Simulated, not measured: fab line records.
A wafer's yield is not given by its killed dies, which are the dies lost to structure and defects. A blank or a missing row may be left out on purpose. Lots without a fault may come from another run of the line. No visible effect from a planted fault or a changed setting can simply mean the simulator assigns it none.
Check for tools in common / flow nand_harc / 18 wafers sampled across 6 lots

== REASON IT WAS OPENED ==
Flagged at NHARC_END_SORT_01: reading killed_at_periphery, on 2 of 6 lots. No-fault wafers: 3.2, standard deviation 2.
Rule: a lot is flagged when every wafer of it that has a number lies more than 4 standard deviations from that mean, or none has a number. The other lots count as sound.

lot=L646; measured=day 19 06:15; on=prober-02; killed_at_periphery, wafer by wafer=1 1 1; flag=
lot=L645; measured=day 19 07:01; on=prober-01; killed_at_periphery, wafer by wafer=3 5 3; flag=
lot=L648; measured=day 19 19:38; on=prober-02; killed_at_periphery, wafer by wafer=5 4 7; flag=
lot=L658; measured=day 22 07:37; on=prober-01; killed_at_periphery, wafer by wafer=632 632 642; flag=FLAGGED
lot=L655; measured=day 22 16:13; on=prober-01; killed_at_periphery, wafer by wafer=648 649 640; flag=FLAGGED
lot=L665; measured=day 24 10:43; on=prober-01; killed_at_periphery, wafer by wafer=3 2 2; flag=
On average the flagged lots read 640.5, which is +637.3 against the usual, or +99 or more standard deviations.

== TOOL THAT RAN EACH LOT ==
Before the reading, the record contains 3 process steps out of a 1159-step route. Read each cell as the tool, then ch plus the chambers that the sampled wafers visited, then the start.
lot=L646; flag=; NHARC_P_M2_PVD_21=pvd_sputter-02, day 6 15:26; NHARC_THIN_TSV_DEGAS_49=pvd_sputter-03, day 18 19:43; NHARC_THIN_TSV_DESCUM_35=rie_diel-08 ch 1,2, day 18 23:01
lot=L645; flag=; NHARC_P_M2_PVD_21=pvd_sputter-02, day 5 22:28; NHARC_THIN_TSV_DEGAS_49=pvd_sputter-03, day 18 18:07; NHARC_THIN_TSV_DESCUM_35=rie_diel-10 ch 2,3, day 18 21:25
lot=L648; flag=; NHARC_P_M2_PVD_21=pvd_sputter-03, day 7 08:35; NHARC_THIN_TSV_DEGAS_49=pvd_sputter-03, day 19 08:46; NHARC_THIN_TSV_DESCUM_35=rie_diel-13 ch 1,3, day 19 11:58
lot=L658; flag=FLAGGED; NHARC_P_M2_PVD_21=pvd_sputter-01, day 9 19:02; NHARC_THIN_TSV_DEGAS_49=no row; NHARC_THIN_TSV_DESCUM_35=no row
lot=L655; flag=FLAGGED; NHARC_P_M2_PVD_21=pvd_sputter-01, day 10 00:44; NHARC_THIN_TSV_DEGAS_49=no row; NHARC_THIN_TSV_DESCUM_35=no row
lot=L665; flag=; NHARC_P_M2_PVD_21=pvd_sputter-03, day 10 20:29; NHARC_THIN_TSV_DEGAS_49=pvd_sputter-03, day 23 21:37; NHARC_THIN_TSV_DESCUM_35=rie_diel-10 ch 0,1,3, day 24 00:55
What is done by these steps:
- NHARC_P_M2_PVD_21: deposits Cu, target thk 30 nm, time 20.49 s.
- NHARC_THIN_TSV_DEGAS_49: time 120 s.
- NHARC_THIN_TSV_DESCUM_35: chemistry O2, time 3 s.
- NHARC_END_SORT_01

== FLAGGED AGAINST TOTAL, ONE TOOL AT A TIME (gauges that did the reading follow at the end) ==
step=NHARC_P_M2_PVD_21; tool=pvd_sputter-01; lots run=2; flagged=2; share of the flagged lots=all; sound lots run after its first flagged lot=0
step=NHARC_P_M2_PVD_21; tool=pvd_sputter-02; lots run=2; flagged=0; share of the flagged lots=none; sound lots run after its first flagged lot=-
step=NHARC_P_M2_PVD_21; tool=pvd_sputter-03; lots run=2; flagged=0; share of the flagged lots=none; sound lots run after its first flagged lot=-
step=NHARC_THIN_TSV_DEGAS_49; tool=pvd_sputter-03; lots run=4; flagged=0; share of the flagged lots=none; sound lots run after its first flagged lot=-
step=NHARC_THIN_TSV_DESCUM_35; tool=rie_diel-08; lots run=1; flagged=0; share of the flagged lots=none; sound lots run after its first flagged lot=-
step=NHARC_THIN_TSV_DESCUM_35; tool=rie_diel-10; lots run=2; flagged=0; share of the flagged lots=none; sound lots run after its first flagged lot=-
step=NHARC_THIN_TSV_DESCUM_35; tool=rie_diel-13; lots run=1; flagged=0; share of the flagged lots=none; sound lots run after its first flagged lot=-
step=NHARC_END_SORT_01; tool=prober-01; lots run=4; flagged=2; share of the flagged lots=all; sound lots run after its first flagged lot=1 (L665)
step=NHARC_END_SORT_01; tool=prober-02; lots run=2; flagged=0; share of the flagged lots=none; sound lots run after its first flagged lot=-

== WHAT IS ALLOWED BY THE TABLE ==
In 2 table rows, all flagged lots were run: pvd_sputter-01 (NHARC_P_M2_PVD_21), prober-01 (NHARC_END_SORT_01).
- pvd_sputter-01 at NHARC_P_M2_PVD_21 ran 2 lots, 2 of them flagged. The start can't be narrowed down: in this sample, it ran no sound lot prior to its first flagged lot.
- prober-01 at NHARC_END_SORT_01 ran 4 lots, 2 of them flagged. Sound lots followed the first flagged one (L665) on it, something a lasting fault affecting the whole tool could not allow.
Just one tool remains: pvd_sputter-01 at NHARC_P_M2_PVD_21.

== WHAT THE SIMULATOR HAD PUT IN ==
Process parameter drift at NHARC_P_M2_PVD_21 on pvd_sputter-01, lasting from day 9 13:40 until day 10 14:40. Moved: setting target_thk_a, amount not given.
Shown lots that were struck: L658, L655. The rule above found the same.
